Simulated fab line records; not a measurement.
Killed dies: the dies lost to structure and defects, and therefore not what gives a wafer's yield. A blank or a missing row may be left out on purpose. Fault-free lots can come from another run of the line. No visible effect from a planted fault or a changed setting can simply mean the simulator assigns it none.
fab line records | flow nand_harc
record lots=13 | wafers=37 | last_day=33
route steps=1302 shown A_CHANNEL_FILL_D1@513 A_DECK1_JOINT@539 A_ONON_D2@559
lots that met no fault: taken from a fault-free run of the same line
start_h: hours from the record's opening day to when the first of the lot's shown wafers began | wait_h: time in hours since the lot's previous step | " identical to the entry in the row above | L1.1+2: a single row standing in for several wafers | - no value, or no start given | * or withheld: withheld | < > ~ a bound
route shown NAME@n: names a module that has steps shown in the file, with the first one's number in the route | usual: average and standard deviation across the fault-free wafers | same: alike in all rows | chamber/n: place in a boat | sites: per-site readings | _std_site: their standard deviation | _edge_site: mean of outer sites minus mean of inner sites | radius_mm: for every site, how far away it sits from the centre of the wafer | mask NAME#n: copy n | behind: the last tool/chamber to shape the wafer | hold: what put the lot on hold/how long, in hours/how the hold closed | device: whichever transistor did not switch (one of n, p or np) | end of line: the tests these same wafers got at the end of their route | a step with no rows: only its recipe | killed: count of dies lost to structure and defects at first sort (not the wafer's yield) | map: a wafer's dies, marking killed ones x, the rest . and places with no die _
set.NAME: the setting as run; set.NAME@STEP: as run at that earlier step | model.NAME: the simulator's own value behind a step, which no gauge read
one table for each step of the route and one row for each wafer, over a sample of lots
services: the hour from which a tool's chamber was out of use, counted from the record's first day as start_h (under 0 if before that day), plus the number of hours and why
## steps
# step NHARC_A_CHANNEL_FILL_D1_CMP_10
# recipe target_thk_nm=150
# usual motor_current_A=11.4/1.1 | time_to_endpoint_s=13.7/2.9
lot.wafer | tool   | chamber | start_h | wait_h | motor_current_A | time_to_endpoint_s
L320.1    | cmp-04 | 0       | 232.95  | 0.4    | 11.2            | 12.3
L320.6    | "      | 1       | "       | "      | 12.5            | 15.6
L320.5    | "      | 2       | "       | "      | 12.6            | 12.2
L322.1    | cmp-01 | 0       | 261.15  | 0.4    | 12.3            | 14.1
L322.3    | "      | 2       | "       | "      | 10.8            | 16.2
L322.5    | "      | 0       | "       | "      | 12.6            | 16.7
L324.4    | cmp-01 | 3       | 267.70  | 0.4    | 11.0            | 9.2
L324.2    | "      | 0       | "       | "      | 12.8            | 17.8
L324.1    | "      | 1       | "       | "      | 9.6             | 10.2
L323.2    | cmp-04 | 1       | 278.58  | 0.4    | 13.0            | 15.3
L323.1    | "      | 2       | "       | "      | 11.5            | 17.5
L323.6    | "      | 2       | "       | "      | 11.9            | 16.0
L325.2    | cmp-04 | 1       | 287.84  | 0.4    | 12.9            | 17.2
L325.4    | "      | 2       | "       | "      | 12.3            | 14.1
L325.3    | "      | 3       | "       | "      | 10.0            | 21.0
L326.4    | cmp-01 | 1       | 294.93  | 0.4    | 10.4            | 6.5
L326.2    | "      | 2       | "       | "      | 11.0            | 10.9
L326.5    | "      | 3       | "       | "      | 10.5            | 9.4
L329.1    | cmp-04 | 0       | 333.89  | 0.4    | 10.6            | 13.6
L329.6    | "      | 1       | "       | "      | 12.2            | 11.6
L329.5    | "      | 2       | "       | "      | 11.9            | 13.2
L330.1    | cmp-04 | 1       | 340.00  | 0.4    | 12.7            | 10.7
L330.4    | "      | 3       | "       | "      | 10.2            | 15.8
L330.6    | "      | 1       | "       | "      | 13.1            | 11.8
L335.4    | cmp-01 | 1       | 379.94  | 0.4    | 10.1            | 10.8
L335.1    | "      | 2       | "       | "      | 10.9            | 14.9
L335.6    | "      | 2       | "       | "      | 10.8            | 15.9
L338.1    | cmp-01 | 1       | 421.76  | 0.4    | 10.4            | 9.6
L338.4    | "      | 3       | "       | "      | 10.3            | 12.9
L338.3    | "      | 0       | "       | "      | 13.0            | 14.4
L339.2    | cmp-04 | 3       | 421.79  | 0.4    | 9.9             | 14.3
L339.3    | "      | 0       | "       | "      | 10.8            | 7.7
L340.4    | cmp-04 | 3       | 442.45  | 0.4    | 10.6            | 19.2
L340.3    | "      | 2       | "       | "      | 12.7            | 12.1
L343.3    | cmp-03 | 1       | 470.41  | 0.4    | 11.1            | 15.7
L343.1    | "      | 2       | "       | "      | 9.7             | 13.0
L343.6    | "      | 0       | "       | "      | 12.6            | 15.2
# step NHARC_A_DECK1_JOINT_CMP_02
# recipe material=SiOx
# usual motor_current_A=11.6/1.1
lot.wafer | tool   | chamber | start_h | wait_h | motor_current_A
L320.1    | cmp-02 | 3       | 269.23  | 0.4    | 11.3
L320.6    | "      | 2       | "       | "      | 12.0
L320.5    | "      | 3       | "       | "      | 11.0
L322.1    | cmp-02 | 1       | 294.03  | 0.4    | 12.1
L322.3    | "      | 2       | "       | "      | 12.2
L322.5    | "      | 3       | "       | "      | 11.4
L324.4    | cmp-03 | 3       | 299.50  | 0.4    | 11.5
L324.2    | "      | 1       | "       | "      | 11.4
L324.1    | "      | 2       | "       | "      | 9.7
L323.1    | cmp-01 | 1       | 318.34  | 0.4    | 10.0
L323.2    | "      | 2       | "       | "      | 11.4
L323.6    | "      | 1       | "       | "      | 9.8
L325.4    | cmp-01 | 0       | 327.25  | 0.4    | 12.7
L325.2    | "      | 2       | "       | "      | 10.9
L325.3    | "      | 3       | "       | "      | 10.7
L326.2    | cmp-02 | 0       | 327.25  | 0.4    | 14.2
L326.4    | "      | 2       | "       | "      | 12.0
L326.5    | "      | 1       | "       | "      | 11.6
L330.1    | cmp-02 | 3       | 371.86  | 0.4    | 11.5
L330.4    | "      | 1       | "       | "      | 11.9
L330.6    | "      | 3       | "       | "      | 11.6
L329.1    | cmp-01 | 0       | 371.94  | 0.4    | 12.8
L329.6    | "      | 1       | "       | "      | 10.0
L329.5    | "      | 2       | "       | "      | 10.7
L335.4    | cmp-03 | 1       | 415.05  | 0.4    | 10.4
L335.1    | "      | 2       | "       | "      | 9.8
L335.6    | "      | 1       | "       | "      | 10.7
L339.2    | cmp-02 | 0       | 461.93  | 0.4    | 13.6
L339.3    | "      | 2       | "       | "      | 12.0
L338.1    | cmp-03 | 0       | 461.93  | 0.4    | 12.6
L338.4    | "      | 1       | "       | "      | 11.1
L338.3    | "      | 3       | "       | "      | 11.8
L340.3    | cmp-01 | 2       | 474.54  | 0.4    | 11.1
L340.4    | "      | 3       | "       | "      | 10.8
L343.1    | cmp-01 | 1       | 506.28  | 0.4    | 10.4
L343.3    | "      | 2       | "       | "      | 11.2
L343.6    | "      | 0       | "       | "      | 12.8
# step NHARC_A_DECK1_JOINT_DEP_16
# recipe target_thk_a=450 | temp_c=400 | pressure_torr=6.5 | rf_w=900 | teos_flow_sccm=161.4 | flow_sccm=2650 | target_thk_nm=45 | gas=O2 | material=SiO2
# usual heater_power_w=556/92 | mfc_precursor_sccm=161.4/0.45 | showerhead_vpp_V=1852/110 | susceptor_temp_C=400.04/0.22 | throttle_valve_pct=16.1/0.51
lot.wafer | tool     | chamber | start_h | wait_h | heater_power_w | mfc_precursor_sccm | showerhead_vpp_V | susceptor_temp_C | throttle_valve_pct
L320.1    | pecvd-01 | 0       | 269.65  | 0.1    | 552            | 162.1              | 2071             | 400.18           | 16.3
L320.6    | "        | 1       | "       | "      | 597            | 161.2              | 1780             | 399.77           | 15.9
L320.5    | "        | 0       | "       | "      | 570            | 161.9              | 2076             | 399.97           | 16.2
L322.3    | pecvd-03 | 1       | 294.39  | 0.1    | 471            | 161.3              | 1777             | 400.45           | 17.0
L322.1    | "        | 2       | "       | "      | 634            | 161.7              | 1868             | 400.27           | 15.7
L322.5    | "        | 1       | "       | "      | 338            | 161.4              | 1826             | 400.05           | 17.0
L324.1    | pecvd-03 | 0       | 299.89  | 0.1    | 721            | 162.3              | 2000             | 399.79           | 16.2
L324.2    | "        | 2       | "       | "      | 581            | 161.0              | 1864             | 400.19           | 15.6
L324.4    | "        | 0       | "       | "      | 702            | 162.2              | 1969             | 400.01           | 16.3
L323.1    | pecvd-04 | 2       | 318.73  | 0.1    | 541            | 161.8              | 1660             | 399.91           | 16.1
L323.2    | "        | 1       | "       | "      | 529            | 161.5              | 1790             | 400.11           | 15.9
L323.6    | "        | 0       | "       | "      | 664            | 161.0              | 1770             | 399.81           | 15.3
L325.2    | pecvd-04 | 1       | 327.63  | 0.1    | 507            | 162.1              | 1800             | 399.70           | 16.2
L325.3    | "        | 2       | "       | "      | 500            | 160.3              | 1685             | 399.97           | 16.1
L325.4    | "        | 0       | "       | "      | 608            | 160.7              | 1808             | 400.10           | 15.1
L326.2    | pecvd-03 | 2       | 327.67  | 0.1    | 532            | 161.6              | 1896             | 399.70           | 15.7
L326.4    | "        | 1       | "       | "      | 431            | 162.0              | 1779             | 400.47           | 16.9
L326.5    | "        | 0       | "       | "      | 749            | 161.6              | 1968             | 400.10           | 16.4
L329.1    | pecvd-04 | 1       | 372.28  | 0.1    | 502            | 161.4              | 1820             | 399.83           | 15.9
L329.5    | "        | 1       | "       | "      | 495            | 162.3              | 1784             | 399.89           | 16.1
L329.6    | "        | 2       | "       | "      | 458            | 161.2              | 1691             | 400.01           | 16.2
L330.1    | pecvd-01 | 1       | 372.31  | 0.1    | 536            | 161.3              | 1761             | 399.90           | 16.0
L330.6    | "        | 0       | "       | "      | 553            | 161.3              | 2094             | 399.95           | 15.8
L330.4    | "        | 1       | "       | "      | 544            | 161.7              | 1795             | 399.95           | 16.0
L335.1    | pecvd-04 | 1       | 415.46  | 0.1    | 567            | 161.2              | 1770             | 399.44           | 16.2
L335.6    | "        | 0       | "       | "      | 651            | 161.3              | 1793             | 400.30           | 15.5
L335.4    | "        | 1       | "       | "      | 567            | 161.2              | 1795             | 400.08           | 16.0
L339.3    | pecvd-01 | 0       | 462.32  | 0.1    | 465            | 161.0              | 2066             | 400.29           | 15.9
L339.2    | "        | 2       | "       | "      | 546            | 161.3              | 1784             | 400.14           | 16.6
L338.1    | pecvd-01 | 1       | 462.52  | 0.3    | 547            | 160.7              | 1788             | 399.74           | 16.4
L338.3    | "        | 2       | "       | "      | 609            | 161.1              | 1781             | 399.93           | 16.4
L338.4    | "        | 2       | "       | "      | 615            | 160.5              | 1773             | 399.85           | 16.7
L340.3    | pecvd-01 | 1       | 475.09  | 0.2    | 527            | 162.0              | 1824             | 400.05           | 16.0
L340.4    | "        | 1       | "       | "      | 524            | 161.7              | 1748             | 400.22           | 16.3
L343.1    | pecvd-03 | 0       | 506.64  | 0.1    | 651            | 161.7              | 1999             | 400.24           | 16.2
L343.3    | "        | 1       | "       | "      | 359            | 160.9              | 1795             | 399.69           | 16.9
L343.6    | "        | 1       | "       | "      | 364            | 161.4              | 1773             | 399.75           | 16.9
# step NHARC_A_DECK1_JOINT_THK_MEAS_17
# recipe thk_meas_gauge=ellipsometry
# usual thk_nm=45.2/1.3
lot.wafer | tool          | chamber | start_h | wait_h | thk_nm
L320.1    | film_metro-01 | -       | 269.87  | 0.2    | 46.4
L320.5    | "             | -       | "       | "      | 44.9
L320.6    | "             | -       | "       | "      | 45.9
L322.1    | film_metro-02 | -       | 294.64  | 0.2    | 43.1
L322.3    | "             | -       | "       | "      | 45.3
L322.5    | "             | -       | "       | "      | 45.5
L324.1    | film_metro-02 | -       | 300.17  | 0.2    | 44.8
L324.2    | "             | -       | "       | "      | 46.3
L324.4    | "             | -       | "       | "      | 44.0
L323.1    | film_metro-01 | -       | 319.01  | 0.3    | 44.9
L323.2    | "             | -       | "       | "      | 45.4
L323.6    | "             | -       | "       | "      | 45.5
L325.2    | film_metro-01 | -       | 327.92  | 0.3    | 44.8
L325.3    | "             | -       | "       | "      | 46.4
L325.4    | "             | -       | "       | "      | 46.8
L326.2    | film_metro-02 | -       | 327.92  | 0.2    | 43.1
L326.4    | "             | -       | "       | "      | 43.4
L326.5    | "             | -       | "       | "      | 44.6
L330.1    | film_metro-02 | -       | 372.53  | 0.2    | 43.3
L330.4    | "             | -       | "       | "      | 49.1
L330.6    | "             | -       | "       | "      | 43.5
L329.1    | film_metro-01 | -       | 372.53  | 0.2    | 46.7
L329.5    | "             | -       | "       | "      | 43.1
L329.6    | "             | -       | "       | "      | 48.1
L335.1    | film_metro-01 | -       | 415.72  | 0.2    | 43.7
L335.4    | "             | -       | "       | "      | 45.3
L335.6    | "             | -       | "       | "      | 44.3
L339.2    | film_metro-01 | -       | 462.60  | 0.2    | 28.5
L339.3    | "             | -       | "       | "      | 45.1
L338.1    | film_metro-01 | -       | 462.77  | 0.2    | 42.9
L338.3    | "             | -       | "       | "      | 44.0
L338.4    | "             | -       | "       | "      | 29.1
L340.3    | film_metro-01 | -       | 475.34  | 0.2    | 43.8
L340.4    | "             | -       | "       | "      | 27.3
L343.1    | film_metro-02 | -       | 506.89  | 0.2    | 45.7
L343.3    | "             | -       | "       | "      | 44.3
L343.6    | "             | -       | "       | "      | 43.5
# step NHARC_A_ONON_D2_THK_MEAS_21
# recipe thk_meas_gauge=ellipsometry
# usual thk_nm=1003/9.2
lot.wafer | tool          | chamber | start_h | wait_h | thk_nm
L320.1    | film_metro-02 | -       | 280.99  | -      | 1012
L320.5    | "             | -       | "       | "      | 1011
L320.6    | "             | -       | "       | "      | 1011
L322.1    | film_metro-02 | -       | 305.81  | -      | 1016
L322.3    | "             | -       | "       | "      | 1013
L322.5    | "             | -       | "       | "      | 1017
L324.1    | film_metro-02 | -       | 311.26  | -      | 1004
L324.2    | "             | -       | "       | "      | 1002
L324.4    | "             | -       | "       | "      | 1003
L323.1    | film_metro-02 | -       | 330.18  | -      | 993
L323.2    | "             | -       | "       | "      | 994
L323.6    | "             | -       | "       | "      | 994
L326.2    | film_metro-01 | -       | 338.72  | -      | 999
L326.4    | "             | -       | "       | "      | 998
L326.5    | "             | -       | "       | "      | 998
L325.2    | film_metro-02 | -       | 338.74  | -      | 1007
L325.3    | "             | -       | "       | "      | 1008
L325.4    | "             | -       | "       | "      | 1007
L330.1    | film_metro-01 | -       | 384.03  | -      | 999
L330.4    | "             | -       | "       | "      | 996
L330.6    | "             | -       | "       | "      | 999
L329.1    | film_metro-01 | -       | 384.06  | -      | 991
L329.5    | "             | -       | "       | "      | 990
L329.6    | "             | -       | "       | "      | 989
L335.1    | film_metro-01 | -       | 427.22  | -      | 989
L335.4    | "             | -       | "       | "      | 987
L335.6    | "             | -       | "       | "      | 988
L339.2    | film_metro-02 | -       | 473.45  | -      | 1007
L339.3    | "             | -       | "       | "      | 1007
L338.1    | film_metro-02 | -       | 473.49  | -      | 1001
L338.3    | "             | -       | "       | "      | 1001
L338.4    | "             | -       | "       | "      | 1002
L340.3    | film_metro-02 | -       | 486.01  | -      | 994
L340.4    | "             | -       | "       | "      | 995
L343.1    | film_metro-01 | -       | 517.63  | -      | 1009
L343.3    | "             | -       | "       | "      | 1008
L343.6    | "             | -       | "       | "      | 1013
## services
tool   | chamber | start_h | hours | kind
cmp-04 | -       | 212.97  | 4.0   | pm
cmp-02 | -       | 232.50  | 4.0   | pm
cmp-01 | -       | 235.51  | 0.7   | repair
cmp-04 | -       | 240.30  | 1.3   | repair
cmp-01 | -       | 243.69  | 0.8   | repair
cmp-01 | -       | 283.50  | 4.0   | pm
cmp-04 | -       | 284.25  | 1.8   | repair
cmp-04 | -       | 296.28  | 1.0   | repair
cmp-02 | -       | 296.80  | 0.3   | repair
cmp-04 | -       | 310.97  | 4.0   | pm
cmp-02 | -       | 330.50  | 4.0   | pm
cmp-04 | -       | 344.96  | 1.3   | repair
cmp-04 | -       | 348.87  | 1.3   | repair
cmp-01 | -       | 381.50  | 4.0   | pm
cmp-02 | -       | 405.34  | 3.9   | repair
cmp-04 | -       | 408.97  | 4.0   | pm
cmp-04 | -       | 422.21  | 1.1   | repair
cmp-01 | -       | 432.00  | 0.4   | repair
cmp-01 | -       | 437.44  | 0.8   | repair
cmp-04 | -       | 450.42  | 0.9   | repair
cmp-04 | -       | 454.88  | 0.7   | repair
cmp-04 | -       | 460.72  | 1.0   | repair
cmp-01 | -       | 479.50  | 4.0   | pm
cmp-01 | -       | 494.70  | 2.4   | repair
## key
first_sign step=NHARC_A_DECK1_JOINT_THK_MEAS_17 | reading=thk_nm | direction=down | sigmas=13 | usual=45.2 | struck=28.3
effect none on later readings
met_at NHARC_A_DECK1_JOINT_DEP_16
struck_lots L338,L339,L340
struck_wafers L338.4,L339.2,L340.4
tester_left_out L338,L339,L340
not_acting_at NHARC_A_CHANNEL_FILL_D1_CMP_10,NHARC_A_DECK1_JOINT_CMP_02,NHARC_A_ONON_D2_THK_MEAS_21
onset_between 372.31 462.32
fault kind=process_parameter_drift | tool=pecvd-01 | chamber=- | onset_h=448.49 | steps=NHARC_A_DECK1_JOINT_DEP_16 | channel=target_thk_nm | offset=-16.29 | shape=step | end_h=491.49 | scope=struck_wafers_only | acts_in=these_recipes_only | stated=45
# tester_left_out: of these lots the tester's yield and bins aren't shown, on N5 and GAA mostly nor the transistor test; their killed dies are dies lost to structure and defects alone, not to doping, threshold or leakage, so they don't give the yield
